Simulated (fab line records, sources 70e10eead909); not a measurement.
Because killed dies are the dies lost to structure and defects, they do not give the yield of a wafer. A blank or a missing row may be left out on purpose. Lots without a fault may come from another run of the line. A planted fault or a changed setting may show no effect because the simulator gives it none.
fab line records / flow nandHarc
record: lots: 5 wafers: 15 lastDay: 24
route steps=1159 shown P_GATE@170 END@1159
lots that met no fault: from a run of the same line without faults
startH: hours from the record's opening day to when the first of the lot's shown wafers began / waitH: how many hours have passed since the lot's step before this one / " same as the row above / L1.1+2: several wafers, shown together as one row / - no value, or no start given / * or withheld: withheld / < > ~ a bound
route shown NAME@n: names a module that has steps shown in the file, with the first one's number in the route / usual: the fault-free wafers' mean and standard deviation / same: alike in all rows / chamber/n: place in a boat / sites: each site's reading / _std_site: standard deviation of those values / _edge_site: outer sites' mean less inner sites' / radiusMm: how far each site lies from the wafer's centre / mask NAME#n: copy n / behind: tool/chamber where the wafer was last shaped / hold: what put the lot on hold/how long, in hours/how the hold closed / device: transistor that didn't switch, given as n, p or np / end of line: the same wafers' tests at the end of the route / a step without rows: its recipe alone / killed: count of dies lost to structure and defects at first sort (not the wafer's yield) / map: shows each die of a wafer: x if killed, . if not, _ if none is there
set.NAME: the run value of the setting; set.NAME@STEP: its run value at that earlier step / model.NAME: the simulator's own value behind a step, which no gauge read
lots seen at some steps along the route; tables by step, rows by wafer
services: the hour from which a tool's chamber was out of use, counted from the record's first day as startH (under 0 if before that day), plus the number of hours and why
== steps ==
step: NHARC_P_GATE_CD_MEAS_46
recipe: targetCdNm: 720 landingEnergyEv: 500
usual: cdNm: 720.0/2.7
lot.wafer=L232.1 tool=cdSem-02 chamber=0 startH=114.75 waitH=- cdNm=720.2
lot.wafer=L232.2 tool=cdSem-02 chamber=0 startH=114.75 waitH=- cdNm=719.0
lot.wafer=L232.5 tool=cdSem-02 chamber=0 startH=114.75 waitH=- cdNm=714.0
lot.wafer=L242.1 tool=cdSem-03 chamber=0 startH=179.36 waitH=- cdNm=717.7
lot.wafer=L242.2 tool=cdSem-03 chamber=0 startH=179.36 waitH=- cdNm=721.1
lot.wafer=L242.3 tool=cdSem-03 chamber=0 startH=179.36 waitH=- cdNm=722.8
lot.wafer=L243.3 tool=cdSem-03 chamber=0 startH=180.70 waitH=- cdNm=719.1
lot.wafer=L243.4 tool=cdSem-03 chamber=0 startH=180.70 waitH=- cdNm=723.1
lot.wafer=L243.6 tool=cdSem-03 chamber=0 startH=180.70 waitH=- cdNm=718.3
lot.wafer=L244.1 tool=cdSem-02 chamber=0 startH=193.16 waitH=- cdNm=722.6
lot.wafer=L244.4 tool=cdSem-02 chamber=0 startH=193.16 waitH=- cdNm=725.4
lot.wafer=L244.5 tool=cdSem-02 chamber=0 startH=193.16 waitH=- cdNm=722.7
lot.wafer=L250.3 tool=cdSem-03 chamber=0 startH=229.83 waitH=- cdNm=720.7
lot.wafer=L250.4 tool=cdSem-03 chamber=0 startH=229.83 waitH=- cdNm=721.3
lot.wafer=L250.6 tool=cdSem-03 chamber=0 startH=229.83 waitH=- cdNm=725.0
step: NHARC_P_GATE_HARDBAKE_47
recipe: tempC: 125 timeS: 80
step: NHARC_P_GATE_DESCUM_48
recipe: timeS: 3 o2FlowSccm: 200 arFlowSccm: 0 biasPowerW: 0 chemistry: O2
usual: drypumpMotorCurrentA: 5.6/0.4 oesProductAu: 1.003/0.014 rfVppV: 57.7/0.97 showerheadPlenumPTorr: 1.91/0.11 throttleValvePct: 11.311/0.009
lot.wafer=L232.1 tool=rieDiel-10 chamber=1 startH=114.91 waitH=- drypumpMotorCurrentA=5.3 oesProductAu=1.007 rfHoursCounterH=17 rfVppV=57.1 showerheadPlenumPTorr=1.79 throttleValvePct=11.319
lot.wafer=L232.2 tool=rieDiel-10 chamber=0 startH=114.91 waitH=- drypumpMotorCurrentA=5.8 oesProductAu=1.017 rfHoursCounterH=23 rfVppV=56.4 showerheadPlenumPTorr=1.90 throttleValvePct=11.305
lot.wafer=L232.5 tool=rieDiel-10 chamber=2 startH=114.91 waitH=- drypumpMotorCurrentA=6.0 oesProductAu=1.006 rfHoursCounterH=- rfVppV=59.0 showerheadPlenumPTorr=2.04 throttleValvePct=11.314
lot.wafer=L242.2 tool=rieDiel-11 chamber=2 startH=179.54 waitH=- drypumpMotorCurrentA=6.1 oesProductAu=0.984 rfHoursCounterH=48 rfVppV=55.3 showerheadPlenumPTorr=1.80 throttleValvePct=11.322
lot.wafer=L242.1 tool=rieDiel-11 chamber=3 startH=179.54 waitH=- drypumpMotorCurrentA=5.3 oesProductAu=0.996 rfHoursCounterH=56 rfVppV=56.7 showerheadPlenumPTorr=1.82 throttleValvePct=11.301
lot.wafer=L242.3 tool=rieDiel-11 chamber=0 startH=179.54 waitH=- drypumpMotorCurrentA=6.8 oesProductAu=0.986 rfHoursCounterH=52 rfVppV=57.0 showerheadPlenumPTorr=1.77 throttleValvePct=11.299
lot.wafer=L243.3 tool=rieDiel-03 chamber=3 startH=180.86 waitH=- drypumpMotorCurrentA=5.5 oesProductAu=0.997 rfHoursCounterH=45 rfVppV=56.3 showerheadPlenumPTorr=1.80 throttleValvePct=11.319
lot.wafer=L243.4 tool=rieDiel-03 chamber=0 startH=180.86 waitH=- drypumpMotorCurrentA=5.7 oesProductAu=1.004 rfHoursCounterH=47 rfVppV=58.2 showerheadPlenumPTorr=2.06 throttleValvePct=11.310
lot.wafer=L243.6 tool=rieDiel-03 chamber=3 startH=180.86 waitH=- drypumpMotorCurrentA=5.6 oesProductAu=0.984 rfHoursCounterH=- rfVppV=56.9 showerheadPlenumPTorr=1.80 throttleValvePct=11.298
lot.wafer=L244.1 tool=rieDiel-10 chamber=2 startH=193.32 waitH=- drypumpMotorCurrentA=6.0 oesProductAu=0.998 rfHoursCounterH=2 rfVppV=58.3 showerheadPlenumPTorr=2.03 throttleValvePct=11.309
lot.wafer=L244.4 tool=rieDiel-10 chamber=1 startH=193.32 waitH=- drypumpMotorCurrentA=5.3 oesProductAu=1.026 rfHoursCounterH=1 rfVppV=57.8 showerheadPlenumPTorr=1.78 throttleValvePct=11.317
lot.wafer=L244.5 tool=rieDiel-10 chamber=2 startH=193.32 waitH=- drypumpMotorCurrentA=6.0 oesProductAu=0.995 rfHoursCounterH=- rfVppV=58.6 showerheadPlenumPTorr=2.03 throttleValvePct=11.317
lot.wafer=L250.4 tool=rieDiel-03 chamber=3 startH=229.98 waitH=- drypumpMotorCurrentA=5.6 oesProductAu=1.003 rfHoursCounterH=3 rfVppV=57.7 showerheadPlenumPTorr=1.80 throttleValvePct=11.317
lot.wafer=L250.3 tool=rieDiel-03 chamber=0 startH=229.98 waitH=- drypumpMotorCurrentA=5.7 oesProductAu=0.997 rfHoursCounterH=2 rfVppV=59.5 showerheadPlenumPTorr=2.05 throttleValvePct=11.325
lot.wafer=L250.6 tool=rieDiel-03 chamber=0 startH=229.98 waitH=- drypumpMotorCurrentA=5.7 oesProductAu=1.007 rfHoursCounterH=- rfVppV=59.4 showerheadPlenumPTorr=2.06 throttleValvePct=11.295
step: NHARC_P_GATE_IMPLANT_49
recipe: energyKev: 30 doseCm2: 3e+15 tiltDeg: 7
step: NHARC_P_GATE_STRIP_111
recipe: powerW: 1500 tempC: 110 timeS: 250 chemistry: N2/H2
usual: drypumpMotorCurrentA: 5.49/0.27 heaterPowerW: 96/3.1
lot.wafer=L232.1 tool=plasmaAsher-01 chamber=1 startH=115.28 waitH=0.2 drypumpMotorCurrentA=5.85 heaterPowerW=96 rfHoursCounterH=2
lot.wafer=L232.2 tool=plasmaAsher-01 chamber=0 startH=115.28 waitH=0.2 drypumpMotorCurrentA=5.15 heaterPowerW=93 rfHoursCounterH=2
lot.wafer=L232.5 tool=plasmaAsher-01 chamber=0 startH=115.28 waitH=0.2 drypumpMotorCurrentA=5.18 heaterPowerW=95 rfHoursCounterH=-
lot.wafer=L242.2 tool=plasmaAsher-02 chamber=0 startH=179.91 waitH=0.2 drypumpMotorCurrentA=5.68 heaterPowerW=99 rfHoursCounterH=56
lot.wafer=L242.1 tool=plasmaAsher-02 chamber=1 startH=179.91 waitH=0.2 drypumpMotorCurrentA=5.29 heaterPowerW=92 rfHoursCounterH=56
lot.wafer=L242.3 tool=plasmaAsher-02 chamber=1 startH=179.91 waitH=0.2 drypumpMotorCurrentA=5.27 heaterPowerW=93 rfHoursCounterH=-
lot.wafer=L243.3 tool=plasmaAsher-01 chamber=0 startH=181.32 waitH=0.2 drypumpMotorCurrentA=5.17 heaterPowerW=93 rfHoursCounterH=-
lot.wafer=L243.4 tool=plasmaAsher-01 chamber=1 startH=181.32 waitH=0.2 drypumpMotorCurrentA=5.82 heaterPowerW=98 rfHoursCounterH=-
lot.wafer=L243.6 tool=plasmaAsher-01 chamber=1 startH=181.32 waitH=0.2 drypumpMotorCurrentA=5.86 heaterPowerW=98 rfHoursCounterH=-
lot.wafer=L244.1 tool=plasmaAsher-01 chamber=1 startH=193.75 waitH=0.2 drypumpMotorCurrentA=5.80 heaterPowerW=96 rfHoursCounterH=29
lot.wafer=L244.4 tool=plasmaAsher-01 chamber=1 startH=193.75 waitH=0.2 drypumpMotorCurrentA=5.81 heaterPowerW=98 rfHoursCounterH=-
lot.wafer=L244.5 tool=plasmaAsher-01 chamber=1 startH=193.75 waitH=0.2 drypumpMotorCurrentA=5.80 heaterPowerW=95 rfHoursCounterH=-
lot.wafer=L250.4 tool=plasmaAsher-02 chamber=0 startH=230.64 waitH=0.4 drypumpMotorCurrentA=5.70 heaterPowerW=98 rfHoursCounterH=-
lot.wafer=L250.3 tool=plasmaAsher-02 chamber=1 startH=230.64 waitH=0.4 drypumpMotorCurrentA=5.30 heaterPowerW=94 rfHoursCounterH=-
lot.wafer=L250.6 tool=plasmaAsher-02 chamber=0 startH=230.64 waitH=0.4 drypumpMotorCurrentA=5.68 heaterPowerW=99 rfHoursCounterH=-
step: NHARC_P_GATE_STRIP_75
recipe: powerW: 1500 tempC: 250 chemistry: O2
usual: drypumpMotorCurrentA: 5.49/0.28 heaterPowerW: 358/12
lot.wafer=L232.1 tool=plasmaAsher-01 chamber=1 startH=115.57 waitH=0.2 drypumpMotorCurrentA=5.78 heaterPowerW=356 rfHoursCounterH=2
lot.wafer=L232.2 tool=plasmaAsher-01 chamber=0 startH=115.57 waitH=0.2 drypumpMotorCurrentA=5.17 heaterPowerW=350 rfHoursCounterH=2
lot.wafer=L232.5 tool=plasmaAsher-01 chamber=0 startH=115.57 waitH=0.2 drypumpMotorCurrentA=5.17 heaterPowerW=351 rfHoursCounterH=-
lot.wafer=L242.2 tool=plasmaAsher-02 chamber=0 startH=180.21 waitH=0.3 drypumpMotorCurrentA=5.67 heaterPowerW=377 rfHoursCounterH=56
lot.wafer=L242.1 tool=plasmaAsher-02 chamber=1 startH=180.21 waitH=0.3 drypumpMotorCurrentA=5.29 heaterPowerW=351 rfHoursCounterH=56
lot.wafer=L242.3 tool=plasmaAsher-02 chamber=1 startH=180.21 waitH=0.3 drypumpMotorCurrentA=5.25 heaterPowerW=349 rfHoursCounterH=-
lot.wafer=L243.3 tool=plasmaAsher-01 chamber=0 startH=181.54 waitH=0.2 drypumpMotorCurrentA=5.17 heaterPowerW=350 rfHoursCounterH=-
lot.wafer=L243.4 tool=plasmaAsher-01 chamber=1 startH=181.54 waitH=0.2 drypumpMotorCurrentA=5.82 heaterPowerW=367 rfHoursCounterH=-
lot.wafer=L243.6 tool=plasmaAsher-01 chamber=1 startH=181.54 waitH=0.2 drypumpMotorCurrentA=5.83 heaterPowerW=357 rfHoursCounterH=-
lot.wafer=L244.1 tool=plasmaAsher-01 chamber=1 startH=194.01 waitH=0.2 drypumpMotorCurrentA=5.79 heaterPowerW=368 rfHoursCounterH=30
lot.wafer=L244.4 tool=plasmaAsher-01 chamber=1 startH=194.01 waitH=0.2 drypumpMotorCurrentA=5.82 heaterPowerW=358 rfHoursCounterH=-
lot.wafer=L244.5 tool=plasmaAsher-01 chamber=1 startH=194.01 waitH=0.2 drypumpMotorCurrentA=5.85 heaterPowerW=362 rfHoursCounterH=-
lot.wafer=L250.4 tool=plasmaAsher-02 chamber=0 startH=230.86 waitH=0.2 drypumpMotorCurrentA=5.71 heaterPowerW=366 rfHoursCounterH=-
lot.wafer=L250.3 tool=plasmaAsher-02 chamber=1 startH=230.86 waitH=0.2 drypumpMotorCurrentA=5.29 heaterPowerW=360 rfHoursCounterH=-
lot.wafer=L250.6 tool=plasmaAsher-02 chamber=0 startH=230.86 waitH=0.2 drypumpMotorCurrentA=5.68 heaterPowerW=363 rfHoursCounterH=-
step: NHARC_P_GATE_STRIP_50
recipe: timeS: 900 tempC: 130 chemistry: SPM
step: NHARC_P_GATE_DEHYDRATE_51
recipe: tempC: 150 timeS: 120
step: NHARC_P_GATE_HMDS_52
recipe: timeS: 30
step: NHARC_P_GATE_COAT_53
recipe: spinRpm: 3000
step: NHARC_P_GATE_SOFTBAKE_54
recipe: tempC: 122 timeS: 95
step: NHARC_P_GATE_EBR_55
step: NHARC_P_GATE_EXPOSE_56
recipe: na: 0.6 targetCdNm: 720 doseMj: 14.81 maskId: P_PSD
lot.wafer=L232.1+2+5 tool=krfScanner-02 chamber=0 startH=116.35 waitH=- mask=P_PSD_R1#0
lot.wafer=L242.1+2+3 tool=krfScanner-03 chamber=0 startH=180.85 waitH=- mask=P_PSD#0
lot.wafer=L243.3+4+6 tool=krfScanner-02 chamber=0 startH=182.31 waitH=- mask=P_PSD#0
lot.wafer=L244.1+4+5 tool=krfScanner-03 chamber=0 startH=194.78 waitH=- mask=P_PSD#0
lot.wafer=L250.3+4+6 tool=krfScanner-04 chamber=0 startH=231.64 waitH=- mask=P_PSD#0
step: NHARC_P_GATE_PEB_57
recipe: pebTempC: 118 pebTimeS: 85
step: NHARC_P_GATE_DEVELOP_58
recipe: timeS: 70
step: NHARC_P_GATE_CD_MEAS_59
recipe: targetCdNm: 720 landingEnergyEv: 500
usual: cdNm: 719.3/2.9
lot.wafer=L232.1 tool=cdSem-02 chamber=0 startH=116.51 waitH=- cdNm=703.4
lot.wafer=L232.2 tool=cdSem-02 chamber=0 startH=116.51 waitH=- cdNm=705.5
lot.wafer=L232.5 tool=cdSem-02 chamber=0 startH=116.51 waitH=- cdNm=701.7
lot.wafer=L242.1 tool=cdSem-03 chamber=0 startH=181.01 waitH=- cdNm=715.0
lot.wafer=L242.2 tool=cdSem-03 chamber=0 startH=181.01 waitH=- cdNm=715.0
lot.wafer=L242.3 tool=cdSem-03 chamber=0 startH=181.01 waitH=- cdNm=715.1
lot.wafer=L243.3 tool=cdSem-03 chamber=0 startH=182.46 waitH=- cdNm=722.8
lot.wafer=L243.4 tool=cdSem-03 chamber=0 startH=182.46 waitH=- cdNm=721.0
lot.wafer=L243.6 tool=cdSem-03 chamber=0 startH=182.46 waitH=- cdNm=722.8
lot.wafer=L244.1 tool=cdSem-02 chamber=0 startH=194.94 waitH=- cdNm=716.9
lot.wafer=L244.4 tool=cdSem-02 chamber=0 startH=194.94 waitH=- cdNm=715.5
lot.wafer=L244.5 tool=cdSem-02 chamber=0 startH=194.94 waitH=- cdNm=716.8
lot.wafer=L250.3 tool=cdSem-03 chamber=0 startH=231.79 waitH=- cdNm=723.8
lot.wafer=L250.4 tool=cdSem-03 chamber=0 startH=231.79 waitH=- cdNm=722.5
lot.wafer=L250.6 tool=cdSem-03 chamber=0 startH=231.79 waitH=- cdNm=720.3
step: NHARC_P_GATE_HARDBAKE_60
recipe: tempC: 125 timeS: 80
step: NHARC_END_SORT_01
recipe: tempC: 25
usual: killedAtArray: 26/8.4 killedAtOther: 0.7/0.97 killedAtPeriphery: 3.2/2.2 killedDies: 30/8.5 killedOpen: 3.4/2 killedShort: 2/1.3
same: grossDies: 677
lot.wafer=L243.3 tool=prober-02 chamber=0 startH=514.67 waitH=3.1 killedAtArray=41 killedAtOther=3 killedAtPeriphery=3 killedDies=47 killedOpen=4 killedShort=3
lot.wafer=L243.4 tool=prober-02 chamber=0 startH=515.45 waitH=3.4 killedAtArray=36 killedAtOther=1 killedAtPeriphery=10 killedDies=47 killedOpen=6 killedShort=4
lot.wafer=L243.6 tool=prober-02 chamber=0 startH=517.02 waitH=3.9 killedAtArray=28 killedAtOther=5 killedAtPeriphery=5 killedDies=38 killedOpen=4 killedShort=4
lot.wafer=L244.1 tool=prober-02 chamber=0 startH=528.60 waitH=2.5 killedAtArray=11 killedAtOther=0 killedAtPeriphery=2 killedDies=13 killedOpen=2 killedShort=0
lot.wafer=L244.4 tool=prober-02 chamber=0 startH=531.00 waitH=3.4 killedAtArray=18 killedAtOther=0 killedAtPeriphery=2 killedDies=20 killedOpen=3 killedShort=3
lot.wafer=L244.5 tool=prober-02 chamber=0 startH=531.80 waitH=3.7 killedAtArray=18 killedAtOther=1 killedAtPeriphery=3 killedDies=22 killedOpen=1 killedShort=2
killed by level:class
L243.3 A_CHANNEL_HOLE_D1:chamberFilmFlake=21 A_STAIRCASE:chamberFilmFlake=4 A_CONTACT:chamberFilmFlake=4 A_M1:chamberFilmFlake=3 THIN_TSV:chamberFilmFlake=3 A_CHANNEL_FILL_D1:geometricParticle:short=2 A_CONTACT:geometricParticle:open=2 P_BONDPAD:chamberFilmFlake=2
L243.4 A_CHANNEL_HOLE_D1:chamberFilmFlake=19 A_M1:chamberFilmFlake=5 P_BONDPAD:chamberFilmFlake=3 P_GATE:geometricParticle:open=2 A_CONTACT:geometricParticle:open=2 P_GATE:chamberFilmFlake=2 A_CONTACT:chamberFilmFlake=2 P_GATE:geometricParticle:short=1
L243.6 A_CHANNEL_HOLE_D1:chamberFilmFlake=16 THIN_TSV:chamberFilmFlake=5 A_STAIRCASE:chamberFilmFlake=3 P_GATE:geometricParticle:short=2 A_CONTACT:geometricParticle:open=2 P_BONDPAD:chamberFilmFlake=2 P_GATE:geometricParticle:open=1 A_ONON_D1:geometricParticle:short=1
L244.1 A_CHANNEL_HOLE_D1:chamberFilmFlake=4 A_STAIRCASE:chamberFilmFlake=3 A_CONTACT:chamberFilmFlake=3 P_CONTACT:geometricParticle:open=1 A_CONTACT:geometricParticle:open=1 P_GATE:chamberFilmFlake=1
L244.4 A_CHANNEL_HOLE_D1:chamberFilmFlake=6 A_CONTACT:chamberFilmFlake=4 A_WL_FILL:geometricParticle:short=2 A_STAIRCASE:chamberFilmFlake=2 A_ONON_D1:geometricParticle:short=1 A_ONON_D1:geometricParticle:open=1 A_CHANNEL_FILL_D1:geometricParticle:open=1 A_WL_FILL:geometricParticle:open=1
L244.5 A_CONTACT:chamberFilmFlake=7 A_CHANNEL_HOLE_D1:chamberFilmFlake=5 P_BONDPAD:chamberFilmFlake=3 A_STAIRCASE:chamberFilmFlake=2 A_ONON_D1:geometricParticle:short=1 A_CHANNEL_FILL_D1:geometricParticle:short=1 A_BLC:geometricParticle:open=1 A_SLIT:chamberFilmFlake=1
== services ==
tool=rieDiel-10 chamber=0 startH=94.85 hours=4.2 kind=repair
tool=plasmaAsher-01 chamber=- startH=99.20 hours=9.0 kind=pm
tool=plasmaAsher-01 chamber=0 startH=99.20 hours=9.0 kind=ventCycle
tool=plasmaAsher-01 chamber=1 startH=99.20 hours=9.0 kind=ventCycle
tool=plasmaAsher-01 chamber=0 startH=108.20 hours=- kind=clean
tool=plasmaAsher-01 chamber=1 startH=108.20 hours=- kind=clean
tool=plasmaAsher-01 chamber=- startH=116.42 hours=2.0 kind=repair
tool=rieDiel-10 chamber=- startH=117.58 hours=0.2 kind=repair
tool=krfScanner-04 chamber=- startH=126.00 hours=4.0 kind=pm
tool=rieDiel-10 chamber=3 startH=127.17 hours=16.4 kind=repair
tool=rieDiel-10 chamber=2 startH=163.75 hours=5.6 kind=repair
tool=rieDiel-10 chamber=1 startH=164.87 hours=9.6 kind=repair
tool=krfScanner-03 chamber=- startH=168.00 hours=4.0 kind=pm
tool=krfScanner-04 chamber=- startH=171.87 hours=2.7 kind=repair
tool=rieDiel-10 chamber=- startH=176.50 hours=9.0 kind=pm
tool=plasmaAsher-02 chamber=- startH=183.30 hours=9.0 kind=pm
tool=rieDiel-11 chamber=2 startH=185.50 hours=4.2 kind=repair
tool=krfScanner-04 chamber=- startH=186.65 hours=0.7 kind=repair
tool=rieDiel-11 chamber=- startH=191.18 hours=9.0 kind=pm
tool=plasmaAsher-02 chamber=- startH=193.21 hours=9.6 kind=repair
tool=krfScanner-02 chamber=- startH=210.00 hours=4.0 kind=pm
tool=rieDiel-03 chamber=- startH=215.54 hours=9.0 kind=pm
tool=plasmaAsher-02 chamber=- startH=217.97 hours=6.6 kind=repair
tool=rieDiel-10 chamber=2 startH=225.95 hours=9.4 kind=repair
== key ==
firstSign: step: NHARC_P_GATE_EXPOSE_56 reading: mask direction: changed
effect: step: NHARC_P_GATE_CD_MEAS_59 reading: cdNm direction: down sigmas: 5.5 usual: 719.3 struck: 703.6
metAt NHARC_P_GATE_EXPOSE_56
struckWafers L232.1,L232.2,L232.5
testerLeftOut L232
fault: kind: wrongMask tool: any chamber: - onsetH: 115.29 steps: NHARC_P_GATE_EXPOSE_56 auxCopy: P_PSD_R1#0 cdOffsetNm: -12.819 scope: struckLotsOnly
testerLeftOut: of these lots the tester's yield and bins aren't shown, on N5 and GAA mostly nor the transistor test; their killed dies are dies lost to structure and defects alone, not to doping, threshold or leakage, so they don't give the yield
